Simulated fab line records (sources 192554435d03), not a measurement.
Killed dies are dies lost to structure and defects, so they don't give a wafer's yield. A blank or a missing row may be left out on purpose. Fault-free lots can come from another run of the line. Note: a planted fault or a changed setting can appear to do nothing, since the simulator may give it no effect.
Split-lot study | flow n5Finfet | 7 lots, 39 wafers read, on a route of 1938 steps

## SPLIT DETAILS
At N5_BEOL_M10_TRENCH_ETCH_37 (etches SiCOH lowk in C4F6/O2, target depth 148.83 nm, time 48 s), the setting targetDepthA was moved away from the recipe's 1488.3 angstrom on 6 of the 39 wafers read, by +41.8% to +47.3%. This setting was run at the recipe's value on the other wafers.

## FROM THE SPLIT TO THE READING: what the file shows between them, 11 steps
- N5_BEOL_M10_ETCH_41: etches SiCN in CH3F/O2, target depth 42.6 nm, time 86 s
- N5_BEOL_M10_STRIP_77: strips in N2/H2, time 10 s
- N5_BEOL_M10_OCD_MEAS_38
- N5_BEOL_M10_HM_STRIP_39: strips TiN in peroxide tin strip, target depth 25 nm, time 158 s
- N5_BEOL_M10_SRD_40: time 30 s
- N5_BEOL_M10_ECD_50: material Cu, target thk 318 nm
- N5_BEOL_M10_ANNEAL_51: time 90 s
- N5_BEOL_M10_CMP_52: polishes, stops on SiCOH lowk, t overpolish 7 s, target thk 140 nm
- N5_BEOL_M10_THK_MEAS_53: measures by xrf
- N5_BEOL_M10_PRE_CLEAN_55: time 15 s
- N5_BEOL_M10_DEP_56: deposits SiCN from 3MS/NH3, target thk 15 nm, time 26.5 s

## THE READING
M10_RS, in ohm/sq, at N5_BEOL_M10_RS_MEAS_57 (measures by four-point-probe). Typical for fault-free wafers on this fab line: 0.150 ohm/sq, with standard deviation 0.006 ohm/sq.

wafer  | tool, chamber at the split | targetDepthA as run, angstrom | against the recipe | M10_RS, ohm/sq | against lot-mates on the recipe
L076.1 | rieDiel-03, 2              | 1488.3                        | recipe             | 0.148          | -
L076.2 | rieDiel-03, 3              | 1488.3                        | recipe             | 0.152          | -
L076.3 | rieDiel-03, 1              | 1488.3                        | recipe             | 0.146          | -
L076.4 | rieDiel-03, 0              | 1488.3                        | recipe             | 0.141          | -
L076.5 | rieDiel-03, 2              | 1488.3                        | recipe             | 0.145          | -
L076.6 | rieDiel-03, 3              | 1488.3                        | recipe             | 0.151          | -
L083.1 | rieDiel-04, 2              | 1488.3                        | recipe             | 0.163          | -
L083.2 | rieDiel-04, 1              | 1488.3                        | recipe             | 0.159          | -
L083.3 | rieDiel-04, 0              | 1488.3                        | recipe             | 0.147          | -
L083.4 | rieDiel-04, 3              | 1488.3                        | recipe             | 0.146          | -
L083.5 | rieDiel-04, 2              | 1488.3                        | recipe             | 0.157          | -
L083.6 | rieDiel-04, 1              | 1488.3                        | recipe             | 0.164          | -
L084.1 | rieDiel-05, 1              | 1488.3                        | recipe             | 0.152          | -
L084.2 | rieDiel-05, 2              | 1488.3                        | recipe             | 0.156          | -
L084.3 | rieDiel-05, 0              | 1488.3                        | recipe             | 0.154          | -
L084.4 | rieDiel-05, 3              | 1488.3                        | recipe             | 0.154          | -
L084.5 | rieDiel-05, 2              | 1488.3                        | recipe             | 0.153          | -
L084.6 | rieDiel-05, 1              | 1488.3                        | recipe             | 0.155          | -
L085.2 | rieDiel-04, 0              | 1488.3                        | recipe             | 0.146          | -
L085.4 | rieDiel-04, 0              | 1488.3                        | recipe             | 0.144          | -
L085.5 | rieDiel-04, 3              | 1488.3                        | recipe             | 0.143          | -
L088.1 | rieDiel-05, 1              | 1488.3                        | recipe             | 0.152          | -
L088.2 | rieDiel-05, 2              | 1488.3                        | recipe             | 0.158          | -
L088.3 | rieDiel-05, 0              | 2193                          | +47.3%             | 0.099          | -0.054
L088.4 | rieDiel-05, 3              | 1488.3                        | recipe             | 0.150          | -
L088.5 | rieDiel-05, 0              | 2193                          | +47.3%             | 0.100          | -0.053
L088.6 | rieDiel-05, 3              | 2193                          | +47.3%             | 0.095          | -0.058
L091.1 | rieDiel-03, 3              | 2111                          | +41.8%             | 0.097          | -0.048
L091.2 | rieDiel-03, 1              | 2111                          | +41.8%             | 0.098          | -0.047
L091.3 | rieDiel-03, 2              | 1488.3                        | recipe             | 0.146          | -
L091.4 | rieDiel-03, 0              | 1488.3                        | recipe             | 0.143          | -
L091.5 | rieDiel-03, 2              | 1488.3                        | recipe             | 0.145          | -
L091.6 | rieDiel-03, 3              | 2111                          | +41.8%             | 0.097          | -0.048
L097.1 | rieDiel-05, 1              | 1488.3                        | recipe             | 0.155          | -
L097.2 | rieDiel-05, 0              | 1488.3                        | recipe             | 0.155          | -
L097.3 | rieDiel-05, 2              | 1488.3                        | recipe             | 0.151          | -
L097.4 | rieDiel-05, 3              | 1488.3                        | recipe             | 0.153          | -
L097.5 | rieDiel-05, 1              | 1488.3                        | recipe             | 0.154          | -
L097.6 | rieDiel-05, 2              | 1488.3                        | recipe             | 0.152          | -

FIT RESULTS
A straight line over all 39 wafers: M10_RS changes by -0.00119 ohm/sq for each +1% of targetDepthA; r = -0.96; the points scatter about the line by 0.0056 ohm/sq.
The same after taking each lot's own level away (the mean of its wafers on the recipe; 39 wafers): -0.00115 ohm/sq for each +1%; r = -0.98; scatter 0.0036 ohm/sq.
That fit puts the effect of the largest move of targetDepthA on the reading at 0.055 ohm/sq.
Measured against the standard deviation above, the lots' own levels, which go from 0.1443 to 0.1560 ohm/sq, span 1.9 times it.
Consequently the slope shifts little with the lot-to-lot level, the two slopes agreeing.
Check: -0.0546 ohm/sq against its lot-mates is what the line predicts for one of the wafers moved furthest among these (+47.3%) when that wafer is left out of the fit. It came out at -0.0543 ohm/sq against them.

## THE WHOLE CHAIN: every reading that the file lists as answering this split, in the file's order
step                       | what it does                                                       | reading                                                                          | change (the file's fit)                | r (the file's)
N5_BEOL_M10_TRENCH_ETCH_37 | etches SiCOH lowk in C4F6/O2, target depth 148.83 nm, time 48 s    | BEOL_M10.featureDepthNm (the simulator's own value, which no gauge read)         | +1.49 nm for each +1% of the setting   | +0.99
N5_BEOL_M10_TRENCH_ETCH_37 | etches SiCOH lowk in C4F6/O2, target depth 148.83 nm, time 48 s    | etch.depthNm (the simulator's own value, which no gauge read)                    | +1.49 nm for each +1% of the setting   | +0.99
N5_BEOL_M10_TRENCH_ETCH_37 | etches SiCOH lowk in C4F6/O2, target depth 148.83 nm, time 48 s    | TiN_of_BEOL_M10_HM_DEP_02.thkNm (the simulator's own value, which no gauge read) | -0.0389 nm for each +1% of the setting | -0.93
N5_BEOL_M10_OCD_MEAS_38    |                                                                    | trenchDepthNm                                                                    | +1.49 nm for each +1% of the setting   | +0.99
N5_BEOL_M10_CMP_52         | polishes, stops on SiCOH lowk, t overpolish 7 s, target thk 140 nm | Cu_of_BEOL_M10_ECD_50.thkNm (the simulator's own value, which no gauge read)     | +1.5 nm for each +1% of the setting    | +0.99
N5_BEOL_M10_THK_MEAS_53    | measures by xrf                                                    | M10_THK                                                                          | +1.51 for each +1% of the setting      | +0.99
N5_BEOL_M10_RS_MEAS_57     | measures by four-point-probe                                       | M10_RS                                                                           | -0.00115 for each +1% of the setting   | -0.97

## THE FILE'S OWN FIT
M10_RS changes by -0.00115 ohm/sq for each +1% of targetDepthA, r = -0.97.
